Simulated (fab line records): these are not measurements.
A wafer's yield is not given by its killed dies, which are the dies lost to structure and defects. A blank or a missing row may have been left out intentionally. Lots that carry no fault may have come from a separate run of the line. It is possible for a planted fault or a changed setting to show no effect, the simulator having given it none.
Split-lot experiment	flow n5 finfet	route with 1938 steps; 7 lots, 21 wafers read

== THE SPLIT ==
At N5_BEOL_M0_SAQP_COAT_69 (time 60 s, resist thk 90 nm), the setting spin rpm was moved away from the recipe's 1500 rpm on 7 of the 21 wafers read, by -10.1% to +10.9%. For the rest of the wafers, this setting stayed at what the recipe calls for.

== FROM THE SPLIT TO THE READING: what the file shows between them, 9 steps ==
- N5_BEOL_M0_SAQP_COAT_72: time 60 s, resist thk 15 nm
- N5_BEOL_M0_SAQP_COAT_87: time 60 s, resist thk 5 nm
- N5_BEOL_M0_SAQP_STRIP_89: strips in N2/H2
- N5_BEOL_M0_SAQP_ALD_48: deposits SiO2, target thk 20 nm, pulse time 1 s, co reactant pulse time 1 s
- N5_BEOL_M0_SAQP_ETCH_49: etches SiO2 in CF4/O2, target depth 37 nm
- N5_BEOL_M0_SAQP_STRIP_75: strips in CF4
- N5_BEOL_M0_CUTY_COAT_50: time 60 s, resist thk 15 nm
- N5_BEOL_M0_CUTY_DESCUM_61: chemistry O2, time 7.9 s
- N5_BEOL_M0_CUTY_ETCH_62: etches SiARC in CF4, time 58.5 s

== THE READING ==
etch.depth nm (the simulator's own value, which no gauge read), in nm, at N5_BEOL_M0_CUTY_ETCH_63 (etches SOC in N2/H2, target depth 82.7 nm, overetch 16.5 nm, time 124 s). The file does not state a usual value for it. Across the 14 wafers here that went through the recipe, the average is 70.77 nm and the standard deviation 0.32 nm.

wafer	tool, chamber at the split	spin rpm as run, rpm	against the recipe	etch.depth nm, nm	against lot-mates on the recipe
L076.1	litho track-03, 0	1500	recipe	70.7	-
L076.4	litho track-03, 0	1664	+10.9%	66.26	-4.44
L076.6	litho track-03, 0	1664	+10.9%	65.99	-4.71
L079.2	litho track-03, 0	1500	recipe	71.03	-
L079.3	litho track-03, 0	1349	-10.1%	76.26	+5.23
L079.6	litho track-03, 0	1349	-10.1%	76.24	+5.21
L081.3	litho track-03, 0	1500	recipe	70.81	-
L081.4	litho track-03, 0	1500	recipe	71	-
L081.5	litho track-03, 0	1500	recipe	70.77	-
L083.1	litho track-03, 0	1630	+8.7%	66.81	-4.34
L083.3	litho track-03, 0	1500	recipe	71.15	-
L083.6	litho track-03, 0	1630	+8.7%	66.86	-4.29
L086.1	litho track-03, 0	1500	recipe	70.44	-
L086.2	litho track-03, 0	1500	recipe	70.56	-
L086.3	litho track-03, 0	1500	recipe	70.3	-
L088.4	litho track-04, 0	1500	recipe	70.33	-
L088.5	litho track-04, 0	1500	recipe	70.62	-
L088.6	litho track-04, 0	1500	recipe	71.2	-
L089.1	litho track-05, 0	1549	+3.3%	70.05	-0.89
L089.2	litho track-05, 0	1500	recipe	70.56	-
L089.6	litho track-05, 0	1500	recipe	71.32	-

FIT RESULTS
A straight line over all 21 wafers: etch.depth nm changes by -0.475 nm for each +1% of spin rpm; r = -0.99; the points scatter about the line by 0.4 nm.
The same after taking each lot's own level away (the mean of its wafers on the recipe; 21 wafers): -0.473 nm for each +1%; r = -0.99; scatter 0.34 nm.
The reading moves by 5.2 nm for the largest change in spin rpm, on that fit.
The span of the lots' own levels, 70.433 to 71.150 nm, comes to 2.3 times the standard deviation stated above.
Hence the lot-to-lot level has little effect on the slope; both slopes agree.
Check: for one of the wafers moved furthest among these (+10.9%), held out of the fit, the line's prediction against its lot-mates is -5.24 nm. It came out at -4.44 nm against them.

== THE OTHER SPLITS THESE WAFERS WENT THROUGH ==
Before the reading, these wafers also passed through other splits. Each is held against what the fit with the lots' levels taken away leaves over:
other split on the same wafers	wafers away from the commonest value	r with etch.depth nm (lot level and that fit taken away)
N5_SDB_COAT_03 spin rpm	6	+0.29
N5_GATE_CUT_CUT_ETCH_53 icp w	9	+0.11
N5_GATE_CUT_ALD_22 ald cycles	9	-0.41
N5_MOL_CONTACT_COAG_CMP_23 down force psi	8	+0.22
N5_MOL_CONTACT_COAG_ETCH_91 time s	7	+0.02
N5_MOL_CONTACT_COAG_ETCHBACK_135 time s	5	+0.02
N5_BEOL_M0_SAQP_COAT_105 spin rpm	6	-0.16

== THE WHOLE CHAIN: every reading that the file lists as answering this split, in the file's order ==
step	what it does	reading	change (the file's fit)	r (the file's)
N5_BEOL_M0_SAQP_COAT_69	time 60 s, resist thk 90 nm	SOC_of_BEOL_M0_SAQP_COAT_69.thk nm (the simulator's own value, which no gauge read)	-0.463 nm for each +1% of the setting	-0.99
N5_BEOL_M0_SAQP_ETCH_49	etches SiO2 in CF4/O2, target depth 37 nm	SOC_of_BEOL_M0_SAQP_COAT_69.thk nm (the simulator's own value, which no gauge read)	-0.466 nm for each +1% of the setting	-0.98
N5_BEOL_M0_CUTY_ETCH_63	etches SOC in N2/H2, target depth 82.7 nm, overetch 16.5 nm, time 124 s	etch.depth nm (the simulator's own value, which no gauge read)	-0.466 nm for each +1% of the setting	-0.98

== FILE'S OWN FIT ==
etch.depth nm changes by -0.466 nm for each +1% of spin rpm, r = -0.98.
